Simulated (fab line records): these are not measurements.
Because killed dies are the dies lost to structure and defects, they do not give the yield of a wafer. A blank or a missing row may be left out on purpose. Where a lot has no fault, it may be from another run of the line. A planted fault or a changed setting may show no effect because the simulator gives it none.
Which tool is to blame?    flow nandHarc    Sampling: 12 lots, 36 wafers, 5 of 1302 route steps

== WHAT THE GAUGES SHOWED, per wafer ==
NHARC_END_SORT_01.
lot   measured      on         killedAtArray  killedAtOther  killedAtPeriphery  killedDies   killedOpen  killedShort
L539  day 28 06:41  prober-01  674 671 672    2 3 4          1 3 1              677 677 677  0 0 2       0 1 1
L540  day 28 14:26  prober-02  672 671 672    1 0 1          4 6 4              677 677 677  4 4 2       5 5 1
L541  day 28 15:21  prober-01  677 677 675    0 0 2          0 0 0              677 677 677  1 3 3       5 5 3

== WHAT TOOL EACH LOT RAN ON (gives the tool, then ch and the chambers of the sampled wafers, and finally the start) ==
lot   NHARC_A_CONTACT_ETCH_75            NHARC_A_CONTACT_ETCH_130            NHARC_A_CONTACT_ETCH_131            NHARC_A_CONTACT_ETCH_132
L531  rieDiel-04 ch 0,3, day 22 13:32    harCapEtch-01 ch 0,1, day 22 16:08  harCapEtch-01 ch 0,1, day 22 16:19  harCapEtch-01 ch 0,1, day 22 16:29
L530  rieDiel-09 ch 0,3, day 22 13:52    harCapEtch-02 ch 0,1, day 22 16:23  harCapEtch-02 ch 0,1, day 22 16:34  harCapEtch-02 ch 0,1, day 22 16:45
L533  rieDiel-09 ch 0,1,3, day 22 18:42  harCapEtch-01 ch 0,1, day 22 21:52  harCapEtch-01 ch 0,1, day 22 22:03  harCapEtch-01 ch 0,1, day 22 22:13
L534  rieDiel-05 ch 0,2,3, day 23 06:31  harCapEtch-01 ch 0,1, day 23 09:04  harCapEtch-01 ch 0,1, day 23 09:14  harCapEtch-01 ch 0,1, day 23 09:25
L539  rieDiel-09 ch 0,1, day 25 21:50    harCapEtch-02 ch 0,1, day 26 00:23  harCapEtch-02 ch 0,1, day 26 00:34  harCapEtch-02 ch 0,1, day 26 00:44
L540  rieDiel-04 ch 0,2, day 25 23:59    harCapEtch-03 ch 0,1, day 26 02:32  harCapEtch-03 ch 0,1, day 26 02:42  harCapEtch-03 ch 0,1, day 26 02:53
L541  rieDiel-09 ch 0,3, day 26 01:16    harCapEtch-01 ch 0,1, day 26 04:15  harCapEtch-01 ch 0,1, day 26 04:29  harCapEtch-01 ch 0,1, day 26 04:43
L542  rieDiel-09 ch 0,1, day 26 14:22    harCapEtch-01 ch 0, day 26 17:16    harCapEtch-01 ch 0, day 26 17:31    harCapEtch-01 ch 0, day 26 17:45
L544  rieDiel-09 ch 0,1,2, day 27 21:44  harCapEtch-01 ch 0,1, day 28 00:56  harCapEtch-01 ch 0,1, day 28 01:10  harCapEtch-01 ch 0,1, day 28 01:25
L546  rieDiel-09 ch 0,1, day 28 12:16    harCapEtch-02 ch 0,1, day 28 14:48  harCapEtch-02 ch 0,1, day 28 14:58  harCapEtch-02 ch 0,1, day 28 15:09
L549  rieDiel-09 ch 1,2,3, day 30 01:55  harCapEtch-01 ch 0,1, day 30 04:31  harCapEtch-01 ch 0,1, day 30 04:41  harCapEtch-01 ch 0,1, day 30 04:52
L551  rieDiel-04 ch 0,2,3, day 31 12:08  harCapEtch-01 ch 0,1, day 31 15:07  harCapEtch-01 ch 0,1, day 31 15:18  harCapEtch-01 ch 0,1, day 31 15:29
- NHARC_A_CONTACT_ETCH_75: etches the open film in CF4, target depth 39 nm, time 65 s.
- NHARC_A_CONTACT_ETCH_130: etches the open film in C4F8/O2/Ar, time 197 s, target depth 1918 nm.
- NHARC_A_CONTACT_ETCH_131: etches the open film in C4F8/O2/Ar, time 197 s, target depth 1918 nm.
- NHARC_A_CONTACT_ETCH_132: etches the open film in C4F8/O2/Ar, time 197 s, target depth 1924 nm.

== WHAT THE TOOLS THEMSELVES READ (means of the sampled wafers that have a number; where no wafer has one, the mark that the record gives instead) ==
NHARC_A_CONTACT_ETCH_75.
lot   tool        biasW (W)  cf4FlowSccm (sccm)  drypumpMotorCurrentA (A)  mfcArSccm (sccm)  oesProductAu (a.u.)  rfVppV (V)  showerheadPlenumPTorr (Torr)  throttleValvePct (%)
L531  rieDiel-04  100.0      149.8               5.8                       0.015             0.988                151.6       1.78                          13.279
L530  rieDiel-09  100.0      150.1               5.3                       0.007             1.004                151.7       1.79                          13.283
L533  rieDiel-09  100.0      150.0               5.6                       0.014             0.991                150.0       1.76                          13.267
L534  rieDiel-05  99.9       150.1               5.6                       0.011             0.993                150.1       1.70                          13.293
L539  rieDiel-09  99.7       149.9               5.7                       0.014             0.998                149.6       1.67                          13.282
L540  rieDiel-04  100.2      150.4               5.4                       0.019             1.010                150.2       1.74                          13.286
L541  rieDiel-09  100.0      149.6               5.3                       0.007             0.994                152.3       1.78                          13.293
L542  rieDiel-09  99.7       150.1               5.5                       0.007             1.012                151.2       1.70                          13.284
L544  rieDiel-09  100.2      150.1               5.3                       0.007             1.015                150.3       1.68                          13.285
L546  rieDiel-09  100.0      150.0               5.8                       0.014             1.000                149.0       1.67                          13.288
L549  rieDiel-09  100.0      150.0               5.4                       0.014             1.004                150.6       1.74                          13.280
L551  rieDiel-04  99.7       149.8               5.8                       0.014             0.992                151.4       1.78                          13.282

NHARC_A_CONTACT_ETCH_130.
lot   tool           chamberPressureMTorr (mTorr)  oesAirLineAu (a.u.)
L531  harCapEtch-01  19.976                        0.994
L530  harCapEtch-02  19.984                        0.979
L533  harCapEtch-01  20.001                        1.008
L534  harCapEtch-01  20.027                        0.966
L539  harCapEtch-02  -                             -
L540  harCapEtch-03  -                             -
L541  harCapEtch-01  -                             -
L542  harCapEtch-01  19.981                        0.975
L544  harCapEtch-01  20.001                        0.996
L546  harCapEtch-02  20.015                        0.992
L549  harCapEtch-01  20.011                        1.017
L551  harCapEtch-01  19.993                        1.000

NHARC_A_CONTACT_ETCH_131.
lot   tool           chamberPressureMTorr (mTorr)  oesAirLineAu (a.u.)
L531  harCapEtch-01  20.007                        0.994
L530  harCapEtch-02  19.982                        1.000
L533  harCapEtch-01  20.007                        1.003
L534  harCapEtch-01  20.012                        1.000
L539  harCapEtch-02  19.980                        0.982
L540  harCapEtch-03  20.028                        1.021
L541  harCapEtch-01  19.990                        0.986
L542  harCapEtch-01  19.987                        0.992
L544  harCapEtch-01  19.997                        1.005
L546  harCapEtch-02  20.009                        0.988
L549  harCapEtch-01  19.995                        1.002
L551  harCapEtch-01  20.008                        0.999

NHARC_A_CONTACT_ETCH_132.
lot   tool           chamberPressureMTorr (mTorr)  oesAirLineAu (a.u.)
L531  harCapEtch-01  19.981                        0.985
L530  harCapEtch-02  20.026                        0.999
L533  harCapEtch-01  20.001                        1.012
L534  harCapEtch-01  20.009                        0.996
L539  harCapEtch-02  19.990                        0.993
L540  harCapEtch-03  19.995                        0.984
L541  harCapEtch-01  19.980                        1.008
L542  harCapEtch-01  20.004                        0.996
L544  harCapEtch-01  20.007                        0.996
L546  harCapEtch-02  19.979                        0.994
L549  harCapEtch-01  20.007                        0.981
L551  harCapEtch-01  20.001                        1.000

== THE ANSWER, worked out from the rows above alone ==
Rule: the usual values come from the lots themselves. Put in order of their means at a reading, lots are off if they are a third of the lots or fewer, leave a main group of 4 or more, and stand apart from it by a gap of 3 or more times the standard deviation of the main group's means; of several such gaps the widest counts. If all means in a main group match to the digits the tables above print for the reading, that group is not used. Also off: a lot with no number at a reading for which 4 or more lots have one. All remaining lots with rows at the step are treated as sound. Order of review: gauges by route order, followed by the tools' own readings, for which a lot's mean as printed above is used. At the first step where some lot is off, the reading lying furthest off is the one used; lots without a number count as furthest.
Off at NHARC_A_CONTACT_ETCH_130 (chamberPressureMTorr): L539, L540, L541. Without a number there: L539, L540, L541. For the main group the mean is 19.999 mTorr and the standard deviation 0.016.
If a tool, at that step or one of the process steps before it, ran each lot that is off and ran no sound lot following the first of them, it fits. No candidate that was tried fits.

== WHAT THE SIMULATOR HAD PUT IN ==
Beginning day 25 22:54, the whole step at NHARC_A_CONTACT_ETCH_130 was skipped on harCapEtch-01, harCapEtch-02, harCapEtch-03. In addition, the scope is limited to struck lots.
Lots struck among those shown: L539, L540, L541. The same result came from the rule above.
